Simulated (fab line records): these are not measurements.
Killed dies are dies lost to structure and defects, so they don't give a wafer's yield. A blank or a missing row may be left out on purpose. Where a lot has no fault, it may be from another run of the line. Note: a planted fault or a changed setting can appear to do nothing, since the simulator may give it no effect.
fab line records -- flow n5_finfet
record lots=11, wafers=30, last_day=17
route steps=1938 shown BEOL_M5@1149 PASSIVATION@1936
lots that met no fault: taken from a fault-free run of the same line
start_h: hours from the record's opening day to when the first of the lot's shown wafers began -- wait_h: hours from the lot's prior step to this one -- " same as the row above -- L1.1+2: a row that stands for several wafers -- - no value, or no start was given -- * or withheld: withheld -- < > ~ a bound
route shown NAME@n: NAME is a module with steps in the file, n the number in the route of the first one -- usual: mean/standard deviation taken from wafers without a fault -- same: alike in all rows -- chamber/n: place in a boat -- sites: per-site readings -- _std_site: the values' standard deviation -- _edge_site: mean of outer sites minus mean of inner sites -- radius_mm: for every site, how far away it sits from the centre of the wafer -- mask NAME#n: copy n -- behind: the tool/chamber that last shaped the wafer -- hold: why the lot went on hold/how many hours it stayed there/how the hold came to an end -- device: the n, p or np transistor that did not switch -- end of line: the same wafers' tests at the end of the route -- where a step has no rows: the recipe by itself -- killed: count of dies lost to structure and defects at first sort (not the wafer's yield) -- map: dies across one wafer; x = killed, . = not, _ = none there
set.NAME: the run value of the setting; set.NAME@STEP: its run value at that earlier step -- model.NAME: the simulator's own value behind a step, which no gauge read
the route's steps for a sample of lots (tables are steps, rows are wafers)
services: the hour from which a tool's chamber was out of use, counted from the record's first day as start_h (under 0 if before that day), plus the number of hours and why
## steps
# step N5_BEOL_M5_OVL_MEAS_29
# recipe points_per_wafer=522
# usual V4_OVL=-0.2/0.62
lot.wafer,tool,chamber,start_h,wait_h,V4_OVL[nm]
L363.2,overlay-01,0,172.46,0.0,0.7
L363.3,overlay-01,0,172.46,0.0,0.0
L363.5,overlay-01,0,172.46,0.0,0.9
L366.1,overlay-02,0,192.25,0.0,-0.6
L366.2,overlay-02,0,192.25,0.0,-0.4
L366.3,overlay-02,0,192.25,0.0,-0.5
L367.1,overlay-02,0,198.04,0.0,-1.0
L367.2,overlay-02,0,198.04,0.0,-0.8
L367.5,overlay-02,0,198.04,0.0,-2.3
L368.1,overlay-02,0,206.78,0.0,-1.0
L368.3,overlay-02,0,206.78,0.0,-0.3
L368.5,overlay-02,0,206.78,0.0,-0.1
L369.4,overlay-01,0,209.14,0.0,-0.9
L369.5,overlay-01,0,209.14,0.0,0.0
L369.6,overlay-01,0,209.14,0.0,0.9
L370.2,overlay-02,0,221.19,0.0,-0.4
L370.3,overlay-02,0,221.19,0.0,-1.0
L370.4,overlay-02,0,221.19,0.0,-0.8
L374.3,overlay-01,0,246.69,0.0,-0.3
L374.6,overlay-01,0,246.69,0.0,-0.2
L376.1,overlay-02,0,260.11,0.0,0.5
L376.2,overlay-02,0,260.11,0.0,0.4
L376.5,overlay-02,0,260.11,0.0,0.1
L378.2,overlay-01,0,272.22,0.0,-0.3
L378.6,overlay-01,0,272.22,0.0,-0.2
L380.4,overlay-01,0,281.78,0.0,-1.0
L380.6,overlay-01,0,281.78,0.0,0.0
L386.2,overlay-01,0,315.92,0.0,0.6
L386.4,overlay-01,0,315.92,0.0,-1.0
L386.5,overlay-01,0,315.92,0.0,-0.4
# step N5_BEOL_M5_ETCH_75
# recipe chemistry=N2/H2, target=underlayer, target_depth_a=65, mask_material=CAR-EUV, time_s=5.2, ion_energy_ev=200, pressure_mtorr=30, source_w=840, bias_w=150, n2_flow_sccm=200, h2_flow_sccm=200, ends=cleared
# usual bias_w=150.0/0.43, drypump_motor_current_A=5.6/0.39, etch_rf_on_time_s=5.19/0.13, oes_product_au=0.68/0.08, rf_vpp_V=523.9/2.6, showerhead_plenum_p_Torr=2.54/0.088, throttle_valve_pct=17.85/0.28
lot.wafer,tool,chamber,start_h,wait_h,bias_w,drypump_motor_current_A,etch_rf_on_time_s,oes_product_au,rf_hours_counter_h,rf_vpp_V,showerhead_plenum_p_Torr,throttle_valve_pct
L363.2,rie_diel-03,1,172.58,0.0,149.5,4.9,5.00,0.85,2,525.7,2.63,17.92
L363.3,rie_diel-03,0,172.58,0.0,148.6,5.8,5.27,0.61,172,526.1,2.65,18.28
L363.5,rie_diel-03,2,172.58,0.0,149.6,6.0,5.29,0.60,-,520.7,2.41,17.88
L366.1,rie_diel-04,0,192.38,0.0,149.2,6.3,5.04,0.74,50,523.7,2.49,18.14
L366.2,rie_diel-04,3,192.38,0.0,149.5,5.4,5.29,0.72,38,526.6,2.71,17.40
L366.3,rie_diel-04,2,192.38,0.0,150.2,5.0,5.13,0.64,179,519.8,2.43,17.94
L367.1,rie_diel-05,0,198.17,0.0,150.2,6.1,5.23,0.78,32,520.9,2.50,17.49
L367.2,rie_diel-05,2,198.17,0.0,150.5,5.8,5.25,0.63,144,524.0,2.54,18.07
L367.5,rie_diel-05,3,198.17,0.0,150.1,5.4,5.07,0.70,-,526.3,2.55,17.88
L368.1,rie_diel-03,3,206.90,0.0,150.0,5.8,5.11,0.76,32,526.1,2.56,17.47
L368.3,rie_diel-03,0,206.90,0.0,150.4,5.8,5.49,0.60,182,525.5,2.64,18.31
L368.5,rie_diel-03,0,206.90,0.0,150.1,5.8,5.43,0.60,-,525.9,2.64,18.31
L369.4,rie_diel-05,2,209.25,0.0,150.0,5.8,5.30,0.63,148,525.9,2.54,18.09
L369.5,rie_diel-05,2,209.25,0.0,149.7,5.8,5.28,0.62,-,526.0,2.54,18.07
L369.6,rie_diel-05,3,209.25,0.0,149.5,5.4,5.13,0.69,-,525.4,2.55,17.88
L370.2,rie_diel-03,3,221.32,0.0,149.9,5.9,5.05,0.76,36,526.4,2.56,17.51
L370.3,rie_diel-03,0,221.32,0.0,149.9,5.8,5.39,0.60,187,526.1,2.64,18.32
L370.4,rie_diel-03,2,221.32,0.0,150.0,6.0,5.32,0.59,229,519.0,2.41,17.90
L374.3,rie_diel-05,0,246.98,0.0,149.3,6.1,5.26,0.76,45,525.2,2.49,17.47
L374.6,rie_diel-05,3,246.98,0.0,150.1,5.5,5.18,0.69,-,523.8,2.55,17.90
L376.1,rie_diel-05,3,260.24,0.0,150.1,5.4,5.16,0.68,102,524.6,2.54,17.90
L376.2,rie_diel-05,1,260.24,0.0,149.9,5.5,5.13,0.61,186,523.2,2.41,17.55
L376.5,rie_diel-05,2,260.24,0.0,150.3,5.8,5.30,0.62,-,523.3,2.53,18.13
L378.2,rie_diel-05,2,272.53,0.0,149.2,5.8,3.30,0.83,165,525.7,2.53,18.20
L378.6,rie_diel-05,2,272.53,0.0,149.4,5.8,5.22,0.62,-,522.5,2.53,18.13
L380.4,rie_diel-05,1,282.00,0.0,150.1,5.5,3.26,0.82,-,520.6,2.41,17.56
L380.6,rie_diel-05,3,282.00,0.0,150.4,5.4,5.07,0.67,-,525.6,2.54,17.89
L386.2,rie_diel-03,3,316.04,0.0,149.3,5.9,5.10,0.72,68,522.2,2.54,17.53
L386.4,rie_diel-03,1,316.04,0.0,149.6,4.9,5.05,0.75,49,526.1,2.61,18.00
L386.5,rie_diel-03,3,316.04,0.0,149.5,5.8,5.06,0.72,-,526.5,2.54,17.55
# step N5_BEOL_M5_STRIP_36
# recipe chemistry=N2/H2, power_w=450, temp_c=40, pressure_mtorr=20, rf_frequency_hz=6e+07, overash_fraction=0.3, bias_power_w=7, h2_frac=0.5, n2_flow_sccm=200, h2_flow_sccm=200
# usual drypump_motor_current_A=5.6/0.38, oes_product_au=0.80/0.092, power_w=450.0/1.3, rf_vpp_V=59.2/1.5, showerhead_plenum_p_Torr=2.53/0.088, throttle_valve_pct=23.7/0.36
lot.wafer,tool,chamber,start_h,wait_h,drypump_motor_current_A,oes_product_au,power_w,rf_hours_counter_h,rf_vpp_V,showerhead_plenum_p_Torr,throttle_valve_pct
L363.2,rie_diel-03,1,172.78,0.0,4.9,0.99,450.3,2,56.6,2.63,24.0
L363.3,rie_diel-03,0,172.78,0.0,5.8,0.73,449.1,172,61.8,2.64,24.0
L363.5,rie_diel-03,2,172.78,0.0,6.0,0.71,451.3,-,59.2,2.41,23.6
L366.1,rie_diel-04,0,192.57,0.0,6.3,0.84,448.8,50,58.6,2.48,24.0
L366.2,rie_diel-04,3,192.57,0.0,5.4,0.85,449.8,38,60.1,2.71,23.2
L366.3,rie_diel-04,2,192.57,0.0,5.0,0.74,451.2,179,55.6,2.43,23.8
L367.1,rie_diel-05,0,198.36,0.0,6.1,0.92,452.2,32,58.4,2.50,23.4
L367.2,rie_diel-05,2,198.36,0.0,5.8,0.72,449.8,144,59.9,2.54,24.0
L367.5,rie_diel-05,3,198.36,0.0,5.4,0.82,450.0,-,58.1,2.55,23.7
L368.1,rie_diel-03,3,207.10,0.0,5.9,0.88,449.7,32,57.7,2.56,23.2
L368.3,rie_diel-03,0,207.10,0.0,5.8,0.71,451.7,182,60.1,2.64,24.1
L368.5,rie_diel-03,0,207.10,0.0,5.8,0.70,451.1,-,60.6,2.64,24.1
L369.4,rie_diel-05,2,209.44,0.0,5.7,0.74,449.1,148,60.3,2.54,24.0
L369.5,rie_diel-05,2,209.44,0.0,5.8,0.73,451.4,-,59.3,2.54,24.0
L369.6,rie_diel-05,3,209.44,0.0,5.4,0.83,449.4,-,59.8,2.55,23.7
L370.2,rie_diel-03,3,221.51,0.0,5.9,0.85,447.9,36,58.9,2.55,23.2
L370.3,rie_diel-03,0,221.51,0.0,5.7,0.71,451.4,187,62.0,2.64,24.1
L370.4,rie_diel-03,2,221.51,0.0,6.0,0.70,450.0,229,58.7,2.40,23.6
L374.3,rie_diel-05,0,247.17,0.0,6.0,0.90,449.1,45,58.2,2.49,23.4
L374.6,rie_diel-05,3,247.17,0.0,5.4,0.81,450.8,-,61.0,2.54,23.7
L376.1,rie_diel-05,3,260.43,0.0,5.4,0.80,450.0,102,58.4,2.54,23.7
L376.2,rie_diel-05,1,260.43,0.0,5.5,0.73,448.4,186,57.9,2.40,23.1
L376.5,rie_diel-05,2,260.43,0.0,5.8,0.71,448.5,-,58.3,2.53,24.0
L378.2,rie_diel-05,2,272.72,0.0,5.8,0.71,453.0,165,58.0,2.53,24.0
L378.6,rie_diel-05,2,272.72,0.0,5.7,0.73,450.7,-,58.7,2.53,24.0
L380.4,rie_diel-05,1,282.20,0.0,5.5,0.72,450.1,-,56.3,2.40,23.1
L380.6,rie_diel-05,3,282.20,0.0,5.4,0.81,451.5,-,58.0,2.54,23.7
L386.2,rie_diel-03,3,316.23,0.0,5.9,0.84,451.0,69,57.6,2.54,23.2
L386.4,rie_diel-03,1,316.23,0.0,4.9,0.87,449.0,49,58.5,2.60,24.1
L386.5,rie_diel-03,3,316.23,0.0,5.9,0.84,450.6,-,60.1,2.54,23.2
# step N5_BEOL_M5_STRIP_91
# recipe chemistry=N2/H2, time_s=10, power_w=450, temp_c=40, pressure_mtorr=20, rf_frequency_hz=6e+07, bias_power_w=7, n2_flow_sccm=200, h2_flow_sccm=200
# usual drypump_motor_current_A=5.6/0.39, oes_product_au=0.80/0.091, rf_vpp_V=59.2/0.91, showerhead_plenum_p_Torr=2.53/0.088, throttle_valve_pct=23.7/0.36
lot.wafer,tool,chamber,start_h,wait_h,drypump_motor_current_A,oes_product_au,rf_hours_counter_h,rf_vpp_V,showerhead_plenum_p_Torr,throttle_valve_pct
L363.2,rie_diel-03,1,-,-,4.9,0.99,2,59.0,2.62,24.0
L363.3,rie_diel-03,0,-,-,5.8,0.72,172,58.6,2.65,24.1
L363.5,rie_diel-03,2,-,-,5.9,0.71,-,57.5,2.41,23.6
L366.1,rie_diel-04,0,-,-,6.3,0.85,51,57.9,2.48,24.0
L366.2,rie_diel-04,3,-,-,5.4,0.86,38,61.1,2.71,23.2
L366.3,rie_diel-04,2,-,-,5.0,0.74,179,58.5,2.43,23.7
L367.1,rie_diel-05,0,-,-,6.0,0.92,32,59.5,2.50,23.4
L367.2,rie_diel-05,2,-,-,5.8,0.73,144,59.0,2.54,24.0
L367.5,rie_diel-05,3,-,-,5.4,0.82,-,59.5,2.55,23.7
L368.1,rie_diel-03,3,-,-,5.9,0.89,32,61.1,2.56,23.2
L368.3,rie_diel-03,0,-,-,5.8,0.70,182,58.6,2.64,24.1
L368.5,rie_diel-03,0,-,-,5.8,0.71,-,58.9,2.64,24.1
L369.4,rie_diel-05,2,-,-,5.8,0.72,148,59.5,2.54,24.0
L369.5,rie_diel-05,2,-,-,5.8,0.73,-,59.6,2.54,24.0
L369.6,rie_diel-05,3,-,-,5.4,0.81,-,58.9,2.55,23.7
L370.2,rie_diel-03,3,-,-,5.9,0.88,36,58.5,2.55,23.2
L370.3,rie_diel-03,0,-,-,5.8,0.70,187,60.7,2.64,24.1
L370.4,rie_diel-03,2,-,-,5.9,0.70,229,58.4,2.40,23.6
L374.3,rie_diel-05,0,-,-,6.1,0.91,45,59.4,2.49,23.4
L374.6,rie_diel-05,3,-,-,5.5,0.81,-,60.0,2.54,23.7
L376.1,rie_diel-05,3,-,-,5.4,0.81,102,59.7,2.54,23.7
L376.2,rie_diel-05,1,-,-,5.5,0.73,186,58.8,2.40,23.1
L376.5,rie_diel-05,2,-,-,5.8,0.72,-,59.7,2.53,24.0
L378.2,rie_diel-05,2,-,-,5.7,0.72,165,57.5,2.53,24.0
L378.6,rie_diel-05,2,-,-,5.8,0.71,-,58.9,2.53,24.0
L380.4,rie_diel-05,1,-,-,5.5,0.72,-,57.9,2.40,23.1
L380.6,rie_diel-05,3,-,-,5.4,0.79,-,60.3,2.54,23.7
L386.2,rie_diel-03,3,-,-,5.9,0.84,69,60.1,2.54,23.2
L386.4,rie_diel-03,1,-,-,4.9,0.86,49,59.7,2.60,24.1
L386.5,rie_diel-03,3,-,-,5.9,0.83,-,58.9,2.54,23.2
# step N5_PASSIVATION_PROBE_49
# usual defect_limited_yield=91.2/1.3, killed_at_M0_to_M3=34/10, killed_at_M4_up=13/4.6, killed_at_contacts=13/5.5, killed_at_front_end=41/12, killed_at_other=2.8/2.4, killed_dies=104/16, killed_open=67/12, killed_short=33/7.2, sort_bin_5_function=5.1/0.86, sort_bin_6_memory=3.3/0.62, sort_bin_8_speed=0.00/0.014, sort_n_pass=1076/16
# same gross_dies=1180, killed_at_back_side=0, sort_bin_4_leakage[%]=0
lot.wafer,tool,chamber,start_h,wait_h,defect_limited_yield[%],killed_at_M0_to_M3,killed_at_M4_up,killed_at_contacts,killed_at_front_end,killed_at_other,killed_dies,killed_open,killed_short,sort_bin_5_function[%],sort_bin_6_memory[%],sort_bin_8_speed[%],sort_n_pass
L380.6,prober-02,-,385.55,0.3,92.1,20,17,10,43,3,93,58,28,4.7,2.9,0,1087
# killed by level:class
L380.6 FIN_SAQP:geometric_particle:short=10 FIN_SAQP:geometric_particle:open=10 BEOL_M4:geometric_particle:open=8 DUMMY_GATE:geometric_particle:open=6 MOL_CONTACT_COAG:geometric_particle:open=6 BEOL_M2:geometric_particle:open=5 STARTING-WAFER:geometric_particle:short=4 STI_FIN_REVEAL:geometric_particle:open=3
## services
tool,chamber,start_h,hours,kind
rie_diel-03,2,161.67,4.7,repair
rie_diel-04,-,199.56,1.0,repair
rie_diel-04,1,231.91,-,clean
rie_diel-04,1,231.91,-,consumable_replace:focus_ring
rie_diel-04,1,231.91,14.9,scheduled_down
rie_diel-04,1,231.91,14.9,vent_cycle
rie_diel-05,-,243.98,0.4,repair
rie_diel-05,1,248.26,8.4,repair
rie_diel-05,-,265.91,4.3,pm
rie_diel-05,-,283.06,1.3,repair
rie_diel-03,2,284.87,-,clean
rie_diel-03,2,284.87,-,consumable_replace:focus_ring
rie_diel-03,2,284.87,-,consumable_replace:showerhead
rie_diel-03,2,284.87,22.5,scheduled_down
rie_diel-03,2,284.87,22.5,vent_cycle
rie_diel-04,2,310.40,11.5,repair
## key
first_sign step=N5_BEOL_M5_ETCH_75, reading=etch_rf_on_time_s, direction=down, sigmas=15, usual=*, struck=*
effect none on later readings
met_at N5_BEOL_M5_ETCH_75
struck_lots L378,L380
struck_wafers L378.2,L380.4
not_acting_at N5_BEOL_M5_OVL_MEAS_29,N5_BEOL_M5_STRIP_36,N5_BEOL_M5_STRIP_91
onset_between 260.24 272.53
fault kind=process_parameter_drift, tool=rie_diel-05, chamber=-, onset_h=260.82, steps=N5_BEOL_M5_ETCH_75, channel=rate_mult, offset=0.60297, shape=step, end_h=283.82, scope=struck_wafers_only
